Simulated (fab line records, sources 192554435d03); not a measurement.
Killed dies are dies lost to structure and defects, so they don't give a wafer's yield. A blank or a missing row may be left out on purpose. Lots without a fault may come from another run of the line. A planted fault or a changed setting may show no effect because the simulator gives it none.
Which tool did it? | flow n5_finfet | 10 lots, 27 wafers sampled, at 5 steps of a route of 1938

WHAT THE GAUGES READ, wafer by wafer
N5_BEOL_M3_THK_MEAS_01. Usual: M3_ILD_THK 79.0 nm, standard deviation 0.98.
lot  | measured     | on            | M3_ILD_THK (nm) | flag
L130 | day 6 22:31  | film_metro-02 | 77.5 79.6 78.3  |
L131 | day 7 04:14  | film_metro-02 | 78.1 77.5 78.5  |
L132 | day 7 09:29  | film_metro-01 | 77.9 79.8 78.0  |
L136 | day 8 18:31  | film_metro-01 | 79.1 78.5 79.1  |
L137 | day 8 19:14  | film_metro-01 | 78.0 78.7 78.7  |
L139 | day 9 17:51  | film_metro-01 | 78.9 78.6 78.6  |
L141 | day 10 04:20 | film_metro-02 | 78.6 79.4       |
L148 | day 11 23:08 | film_metro-01 | 77.5 77.7       |
L150 | day 12 05:56 | film_metro-01 | 77.9 80.3       |
L152 | day 13 01:21 | film_metro-01 | 77.9 79.3 79.1  |

N5_BEOL_M4_RC_MEAS_101. Usual: DIBL_N 36.5 mV/V, standard deviation 1.4; DIBL_P 36.6 mV/V, standard deviation 1.9; IOFF_N 0.167 nA/um, standard deviation 0.029; IOFF_P 0.21 nA/um, standard deviation 0.033; ION_N 674 uA/um, standard deviation 12; ION_P 460 uA/um, standard deviation 8.9; SS_N 71.6 mV/dec, standard deviation 0.57; SS_P 73.4 mV/dec, standard deviation 0.61; VT_N 249 mV, standard deviation 3.3; VT_P -250 mV, standard deviation 3.3.
lot  | measured     | on        | DIBL_N (mV/V)  | DIBL_P (mV/V)  | IOFF_N (nA/um)    | IOFF_P (nA/um) | ION_N (uA/um) | ION_P (uA/um) | SS_N (mV/dec)  | SS_P (mV/dec)  | VT_N (mV)   | VT_P (mV)      | flag
L130 | day 7 20:03  | prober-01 | 34.9 34.5 37.4 | 35.9 35.7 37.8 | 0.152 0.133 0.186 | 0.17 0.18 0.20 | 682 660 670   | 454 449 453   | 71.5 71.4 72.5 | 73.3 73.7 73.2 | 250 251 244 | -254 -253 -253 |
L131 | day 8 10:22  | prober-02 | 36.0 34.5 38.5 | 36.0 33.9 39.2 | 0.160 0.134 0.214 | 0.20 0.18 0.26 | 664 657 674   | 454 450 459   | 71.5 71.3 72.6 | 73.9 73.7 74.7 | 250 252 244 | -252 -256 -247 |
L132 | day 8 13:14  | prober-02 | 36.0 34.5 36.4 | 37.2 34.3 36.9 | 0.162 0.130 0.145 | 0.23 0.19 0.22 | 693 667 659   | 478 460 457   | 71.3 71.4 72.1 | 72.9 72.8 73.6 | 252 253 252 | -252 -250 -250 |
L136 | day 9 18:33  | prober-01 | 36.1 34.1 37.8 | 36.2 34.4 38.3 | 0.176 0.137 0.221 | 0.26 0.23 0.30 | 697 680 711   | 483 475 487   | 71.6 70.8 72.2 | 73.3 73.2 74.0 | 245 249 242 | -244 -244 -242 |
L137 | day 9 18:21  | prober-02 | 36.2 35.3 37.7 | 35.3 35.3 38.0 | 0.164 0.157 0.191 | 0.18 0.18 0.23 | 669 678 679   | 453 457 467   | 72.0 71.5 72.2 | 72.7 73.0 74.1 | 249 248 245 | -253 -253 -249 |
L139 | day 10 10:15 | prober-02 | 37.5 35.7 35.2 | 40.1 38.1 36.2 | 0.170 0.151 0.130 | 0.22 0.20 0.16 | 682 666 657   | 463 461 447   | 71.9 72.4 71.7 | 73.5 73.6 73.6 | 251 250 251 | -251 -252 -257 |
L141 | day 11 02:14 | prober-02 | 38.6 37.4      | 40.1 36.5      | 0.216 0.170       | 0.23 0.17      | 691 667       | 465 449       | 72.2 72.1      | 74.6 73.5      | 244 249     | -252 -255      |
L148 | day 12 22:46 | prober-02 | 35.4 35.8      | 35.2 35.9      | 0.142 0.151       | 0.17 0.18      | 675 684       | 463 466       | 71.0 71.3      | 72.1 73.0      | 249 252     | -251 -254      |
L150 | day 13 07:11 | prober-02 | 34.0 36.2      | 34.6 37.3      | 0.139 0.174       | 0.20 0.25      | 679 674       | 465 467       | 71.0 71.8      | 72.8 73.0      | 250 248     | -249 -245      |
L152 | day 13 20:43 | prober-01 | 35.2 35.4 36.6 | 34.8 35.0 36.5 | 0.133 0.141 0.165 | 0.19 0.20 0.21 | 649 670 663   | 452 462 447   | 72.1 71.4 72.4 | 72.1 72.8 71.9 | 252 250 249 | -252 -251 -251 |

WHICH TOOL RAN EACH LOT (tool, then ch and the chambers of the sampled wafers, then the start)
lot  | N5_BEOL_M2_ANNEAL_51             | N5_BEOL_M2_CO_CAP_55            | N5_BEOL_M3_ETCH_74
L130 | rtp_anneal-01 ch 0, day 6 21:38  | cvd_co-02 ch 0,1, day 6 22:12   | rie_diel-04 ch 0,2,3, day 7 00:00
L131 | rtp_anneal-01 ch 0, day 7 03:14  | cvd_co-02 ch 1,2, day 7 03:54   | rie_diel-04 ch 0,1, day 7 06:25
L132 | rtp_anneal-02 ch 0, day 7 08:28  | cvd_co-02 ch 0,1,2, day 7 09:08 | rie_diel-01 ch 1,2,3, day 7 10:53
L136 | rtp_anneal-02 ch 0, day 8 17:14  | cvd_co-02 ch 0,1,2, day 8 18:13 | rie_diel-01 ch 0,2, day 8 20:43
L137 | rtp_anneal-01 ch 0, day 8 18:11  | cvd_co-01 ch 0,1, day 8 18:56   | rie_diel-01 ch 0,2, day 8 20:58
L139 | rtp_anneal-02 ch 0, day 9 16:47  | cvd_co-01 ch 1,2, day 9 17:28   | rie_diel-04 ch 1,3, day 9 18:59
L141 | rtp_anneal-01 ch 0, day 10 03:11 | cvd_co-01 ch 0, day 10 04:02    | rie_diel-01 ch 0,3, day 10 05:40
L148 | rtp_anneal-01 ch 0, day 11 22:09 | cvd_co-01 ch 1, day 11 22:49    | rie_diel-01 ch 1,3, day 12 00:58
L150 | rtp_anneal-02 ch 0, day 12 04:57 | cvd_co-01 ch 0,1, day 12 05:37  | rie_diel-01 ch 2, day 12 07:04
L152 | rtp_anneal-01 ch 0, day 13 00:25 | cvd_co-01 ch 0,1, day 13 01:02  | rie_diel-04 ch 0,1,3, day 13 03:53
- N5_BEOL_M2_ANNEAL_51: time 90 s.
- N5_BEOL_M2_CO_CAP_55: material Co, precursor CCTBA/H2, target thk 2 nm, time 102.1 s.
- N5_BEOL_M3_ETCH_74: etches underlayer in N2/H2, target depth 6.5 nm, time 5.2 s.

WHAT THE TOOLS THEMSELVES READ (means of the sampled wafers that have a number; where no wafer has one, the mark that the record gives instead)
N5_BEOL_M2_ANNEAL_51. Usual: wafer_temp_C_max 226.16, standard deviation 0.29.
lot  | tool          | wafer_temp_C_max | flag
L130 | rtp_anneal-01 | 225.74           |
L131 | rtp_anneal-01 | 225.89           |
L132 | rtp_anneal-02 | 226.52           |
L136 | rtp_anneal-02 | 226.48           |
L137 | rtp_anneal-01 | 225.83           |
L139 | rtp_anneal-02 | 226.29           |
L141 | rtp_anneal-01 | 226.09           |
L148 | rtp_anneal-01 | 226.24           |
L150 | rtp_anneal-02 | 226.31           |
L152 | rtp_anneal-01 | 226.01           |

N5_BEOL_M2_CO_CAP_55. Usual: heater_power_outer_w 126 W, standard deviation 6; heater_power_w 240 W, standard deviation 15.
lot  | tool      | heater_power_outer_w (W) | heater_power_w (W) | flag
L130 | cvd_co-02 | 126                      | 240                |
L131 | cvd_co-02 | 128                      | 239                |
L132 | cvd_co-02 | 125                      | 232                |
L136 | cvd_co-02 | 125                      | 237                |
L137 | cvd_co-01 | 124                      | 242                |
L139 | cvd_co-01 | 128                      | 248                |
L141 | cvd_co-01 | 130                      | 256                |
L148 | cvd_co-01 | 120                      | 229                |
L150 | cvd_co-01 | 125                      | 246                |
L152 | cvd_co-01 | 122                      | 234                |

N5_BEOL_M3_ETCH_74. Usual: drypump_motor_current_A 5.6 A, standard deviation 0.42; etch_rf_on_time_s 5.17 s, standard deviation 0.1; oes_product_au 0.68 a.u., standard deviation 0.081; rf_vpp_V 522.8 V, standard deviation 2.9; showerhead_plenum_p_Torr 2.51 Torr, standard deviation 0.093; throttle_valve_pct 17.72 %, standard deviation 0.25.
lot  | tool        | drypump_motor_current_A (A) | etch_rf_on_time_s (s) | oes_product_au (a.u.) | rf_vpp_V (V) | showerhead_plenum_p_Torr (Torr) | throttle_valve_pct (%) | flag
L130 | rie_diel-04 | 5.7                         | 5.20                  | 0.65                  | 523.4        | 2.51                            | 17.74                  |
L131 | rie_diel-04 | 5.8                         | 5.10                  | 0.62                  | 521.9        | 2.45                            | 17.99                  |
L132 | rie_diel-01 | 5.5                         | 5.15                  | 0.70                  | 523.8        | 2.53                            | 17.70                  |
L136 | rie_diel-01 | 5.0                         | 5.33                  | 0.76                  | 522.0        | 2.49                            | 17.59                  |
L137 | rie_diel-01 | 5.1                         | 5.27                  | 0.71                  | 522.1        | 2.46                            | 17.68                  |
L139 | rie_diel-04 | 5.5                         | 5.15                  | 0.63                  | 518.0        | 2.36                            | 17.64                  |
L141 | rie_diel-01 | 5.2                         | 5.35                  | 0.70                  | 524.9        | 2.58                            | 17.68                  |
L148 | rie_diel-01 | 5.7                         | 5.59                  | 0.64                  | 522.5        | 2.56                            | 17.77                  | OFF
L150 | rie_diel-01 | 5.2                         | 6.14                  | 0.59                  | 520.7        | 2.43                            | 17.77                  | OFF
L152 | rie_diel-04 | 5.6                         | 5.02                  | 0.68                  | 520.0        | 2.41                            | 17.74                  |

THE ANSWER, worked out from the rows above alone
Rule: a lot is off if the mean of its wafers that have a number lies more than 3 standard deviations from the usual mean. A lot without any number at a reading at which 4 lots or more have one is off too. The other lots that the step has rows for count as sound. The gauges are gone through in route order, then the tools' own readings, and for those a lot's mean is taken as printed above. The first step at which some lot is off is used, and at that step the reading that is off furthest; a lot without a number counts as furthest.
Off: L148, L150, at N5_BEOL_M3_ETCH_74 (etch_rf_on_time_s).
A tool fits if, at that step or a process step before it, it ran every lot that is off, and no sound lot after the first of them. One fits: rie_diel-01 at N5_BEOL_M3_ETCH_74. Its last sound lot is L141 (day 10 05:40), its first lot that is off L148 (day 12 00:58): a fault that began between those two fits.
The tool's own readings at N5_BEOL_M3_ETCH_74 bear it out: on the lots that are off they differ by more than 5 times the standard deviation of the sound lots' means. etch_rf_on_time_s reads 5.87 s there against 5.20 s on the sound lots.

WHAT THE SIMULATOR HAD PUT IN
Process parameter drift: rie_diel-01, from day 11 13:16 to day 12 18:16, at N5_BEOL_M3_ETCH_74. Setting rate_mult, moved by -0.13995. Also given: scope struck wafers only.
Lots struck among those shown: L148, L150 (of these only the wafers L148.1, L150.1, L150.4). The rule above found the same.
